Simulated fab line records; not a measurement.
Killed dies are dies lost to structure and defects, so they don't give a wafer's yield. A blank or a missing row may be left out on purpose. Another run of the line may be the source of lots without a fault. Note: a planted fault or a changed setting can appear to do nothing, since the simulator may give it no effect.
Problem report, 8D (eight disciplines) form, completed by code -- flow n5Finfet -- the parts of the form that need people (team, actions taken, sign-off) are left out

1. WHAT IS WRONG
headPressurePsi at N5_ILD0_CMP_07 reads a mean of 2.837 psi on 6 wafers of 2 lots; wafers without a fault read 4.149 psi with a standard deviation of 0.0092. That is -99 or more standard deviations from the usual mean.
The step: polishes SiO2 flowable, stops on poly-Si, t overpolish 1.18 s, target thk 138.88 nm.
The first sign was on wafer L866.3 at day 6 02:08, on cmp-02. The record holds 39 wafers of 13 lots with a number at this step. By rule, "out" or "out of limits" means more than 4 standard deviations away from the usual mean. The rest of the wafers with a number are treated as sound.

2. WHAT IT IS, AND WHAT IT ISN'T
question,is,is not
which readings at this step,headPressurePsi,edgeZonePressureFrac
which lots,"L866, L872","L856, L857, L858, L860, L862, L863, L867, L868, L874, L875, L876"
which wafers of those lots,all that have a number,-
read on which tools,cmp-02,"cmp-03, cmp-04"
when,from day 6 02:08,"up to then (18 sound wafers); but 15 sound wafers of L867, L868, L874, L875, L876 came after"

3. SUSPECTS, AND WHAT RULES EACH OUT
Counting: a tool at a process step up to the reading stays a suspect if it ran every lot that is out and no sound lot after the first of them.
- cmp-02 at N5_ILD0_CMP_07 (polishes SiO2 flowable, stops on poly-Si, t overpolish 1.18 s, target thk 138.88 nm): kept. Every lot that is out went through it, starting with L866 (day 6 02:08), and after that it ran no sound lot; the last sound lot it ran before then is L857 (day 3 21:11). Its own readings are out on those wafers: headPressurePsi.
Remaining after the count: cmp-02 at N5_ILD0_CMP_07.

4. THE CAUSE (what the simulator had put in)
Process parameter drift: cmp-02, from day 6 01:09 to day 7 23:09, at N5_ILD0_CMP_07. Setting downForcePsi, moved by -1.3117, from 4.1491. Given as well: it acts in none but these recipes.
After counting, this tool was the only one left.

5. THE EFFECT CHAIN, in route order
Each row: a reading whose mean over the struck wafers that have a number lies more than 3 standard deviations from the usual. Scope: only readings with a usual standard deviation given in the record; hours: median across lots of the time from each lot's start at the first step in this table that gives one to its start at this step; sigmas: change in usual standard deviations.
hours,step,reading,usual,on struck wafers,change,sigmas
0,N5_ILD0_CMP_07,headPressurePsi,4.149 psi,2.837,-1.312,-99 or more
The process steps in it:
- N5_ILD0_CMP_07: polishes SiO2 flowable, stops on poly-Si, t overpolish 1.18 s, target thk 138.88 nm.

6. HOW IT WOULD HAVE BEEN CAUGHT EARLIER
In this record the first reading out of limits was taken at day 6 02:08, 1 hour after the fault began at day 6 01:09.
